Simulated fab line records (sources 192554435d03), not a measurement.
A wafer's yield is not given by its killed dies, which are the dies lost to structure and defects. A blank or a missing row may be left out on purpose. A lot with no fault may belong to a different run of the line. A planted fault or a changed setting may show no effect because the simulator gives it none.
Split-lot study || flow n5_finfet || 7 lots, 21 wafers read, on a route of 1938 steps

SPLIT DETAILS
At N5_BEOL_M15_EXPOSE_25 (exposes mask M15, target cd 400 nm), the setting dose_mj was moved away from the recipe's 35.5 on 7 of the 21 wafers read, by -6.8% to +3.9%. All remaining wafers had this setting at the recipe value.

FROM THE SPLIT TO THE READING: what the file shows between them, 3 steps
- N5_BEOL_M15_PEB_26: peb time 90 s
- N5_BEOL_M15_DEVELOP_27: develop time 45 s
- N5_BEOL_M15_HARDBAKE_32: time 120 s

THE READING
cd_nm, in nm, at N5_BEOL_M15_CD_MEAS_28 (target cd 407.6 nm). Typical for fault-free wafers on this fab line: 406.9 nm, with standard deviation 2.2 nm.

{"wafer": "L076.1", "tool, chamber at the split": "krf_scanner-02, 0", "dose_mj as run": 35.5, "against the recipe": "recipe", "cd_nm, nm": 406.8, "against lot-mates on the recipe": "-"}
{"wafer": "L076.3", "tool, chamber at the split": "krf_scanner-02, 0", "dose_mj as run": 35.5, "against the recipe": "recipe", "cd_nm, nm": 407.2, "against lot-mates on the recipe": "-"}
{"wafer": "L076.6", "tool, chamber at the split": "krf_scanner-02, 0", "dose_mj as run": 35.5, "against the recipe": "recipe", "cd_nm, nm": 410.6, "against lot-mates on the recipe": "-"}
{"wafer": "L075.1", "tool, chamber at the split": "krf_scanner-01, 0", "dose_mj as run": 36.31, "against the recipe": "+2.3%", "cd_nm, nm": 411.1, "against lot-mates on the recipe": "+5.6"}
{"wafer": "L075.2", "tool, chamber at the split": "krf_scanner-01, 0", "dose_mj as run": 35.5, "against the recipe": "recipe", "cd_nm, nm": 405.5, "against lot-mates on the recipe": "-"}
{"wafer": "L075.3", "tool, chamber at the split": "krf_scanner-01, 0", "dose_mj as run": 36.31, "against the recipe": "+2.3%", "cd_nm, nm": 408.9, "against lot-mates on the recipe": "+3.4"}
{"wafer": "L080.1", "tool, chamber at the split": "krf_scanner-02, 0", "dose_mj as run": 35.5, "against the recipe": "recipe", "cd_nm, nm": 404.4, "against lot-mates on the recipe": "-"}
{"wafer": "L080.2", "tool, chamber at the split": "krf_scanner-02, 0", "dose_mj as run": 35.5, "against the recipe": "recipe", "cd_nm, nm": 403.7, "against lot-mates on the recipe": "-"}
{"wafer": "L080.4", "tool, chamber at the split": "krf_scanner-02, 0", "dose_mj as run": 34.19, "against the recipe": "-3.7%", "cd_nm, nm": 398.2, "against lot-mates on the recipe": -5.8}
{"wafer": "L082.1", "tool, chamber at the split": "krf_scanner-01, 0", "dose_mj as run": 35.5, "against the recipe": "recipe", "cd_nm, nm": 408.1, "against lot-mates on the recipe": "-"}
{"wafer": "L082.3", "tool, chamber at the split": "krf_scanner-01, 0", "dose_mj as run": 33.1, "against the recipe": "-6.8%", "cd_nm, nm": 397.9, "against lot-mates on the recipe": -9.7}
{"wafer": "L082.5", "tool, chamber at the split": "krf_scanner-01, 0", "dose_mj as run": 35.5, "against the recipe": "recipe", "cd_nm, nm": 407.0, "against lot-mates on the recipe": "-"}
{"wafer": "L088.3", "tool, chamber at the split": "krf_scanner-01, 0", "dose_mj as run": 35.5, "against the recipe": "recipe", "cd_nm, nm": 405.3, "against lot-mates on the recipe": "-"}
{"wafer": "L088.4", "tool, chamber at the split": "krf_scanner-01, 0", "dose_mj as run": 35.5, "against the recipe": "recipe", "cd_nm, nm": 406.1, "against lot-mates on the recipe": "-"}
{"wafer": "L088.6", "tool, chamber at the split": "krf_scanner-01, 0", "dose_mj as run": 35.5, "against the recipe": "recipe", "cd_nm, nm": 403.1, "against lot-mates on the recipe": "-"}
{"wafer": "L094.2", "tool, chamber at the split": "krf_scanner-01, 0", "dose_mj as run": 35.5, "against the recipe": "recipe", "cd_nm, nm": 407.5, "against lot-mates on the recipe": "-"}
{"wafer": "L094.4", "tool, chamber at the split": "krf_scanner-01, 0", "dose_mj as run": 35.5, "against the recipe": "recipe", "cd_nm, nm": 408.5, "against lot-mates on the recipe": "-"}
{"wafer": "L094.6", "tool, chamber at the split": "krf_scanner-01, 0", "dose_mj as run": 35.5, "against the recipe": "recipe", "cd_nm, nm": 407.8, "against lot-mates on the recipe": "-"}
{"wafer": "L096.2", "tool, chamber at the split": "krf_scanner-02, 0", "dose_mj as run": 36.89, "against the recipe": "+3.9%", "cd_nm, nm": 413.8, "against lot-mates on the recipe": "no lot-mate on the recipe"}
{"wafer": "L096.4", "tool, chamber at the split": "krf_scanner-02, 0", "dose_mj as run": 36.89, "against the recipe": "+3.9%", "cd_nm, nm": 413.5, "against lot-mates on the recipe": "no lot-mate on the recipe"}
{"wafer": "L096.6", "tool, chamber at the split": "krf_scanner-02, 0", "dose_mj as run": 36.89, "against the recipe": "+3.9%", "cd_nm, nm": 413.5, "against lot-mates on the recipe": "no lot-mate on the recipe"}

THE FIT
A straight line over all 21 wafers: cd_nm changes by +1.62 nm for each +1% of dose_mj; r = +0.90; the points scatter about the line by 1.9 nm.
The same after taking each lot's own level away (the mean of its wafers on the recipe; 18 wafers): +1.55 nm for each +1%; r = +0.95; scatter 1.1 nm.
The reading moves by 10 nm for the largest change in dose_mj, on that fit.
The lots' own levels span 404.05 to 408.20 nm, that is 1.9 times the standard deviation above.
The two slopes are in agreement: the lot-to-lot level therefore moves the slope only a little.
Check: with one of the wafers moved furthest among these (-6.8%) left out of the fit, the line predicts -11.7 nm for it against its lot-mates. It came out at -9.65 nm against them.

THE WHOLE CHAIN: every reading that the file lists as answering this split, in the file's order
{"step": "N5_BEOL_M15_CD_MEAS_28", "what it does": "target cd 407.6 nm", "reading": "cd_nm", "change (the file's fit)": "+1.5 nm for each +1% of the setting", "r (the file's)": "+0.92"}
{"step": "N5_BEOL_M15_DESCUM_33", "what it does": "chemistry O2, time 7.9 s", "reading": "BEOL_M15.cd_nm (the simulator's own value, which no gauge read)", "change (the file's fit)": "+1.45 nm for each +1% of the setting", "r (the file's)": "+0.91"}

THE FILE'S OWN FIT
cd_nm changes by +1.5 nm for each +1% of dose_mj, r = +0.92.
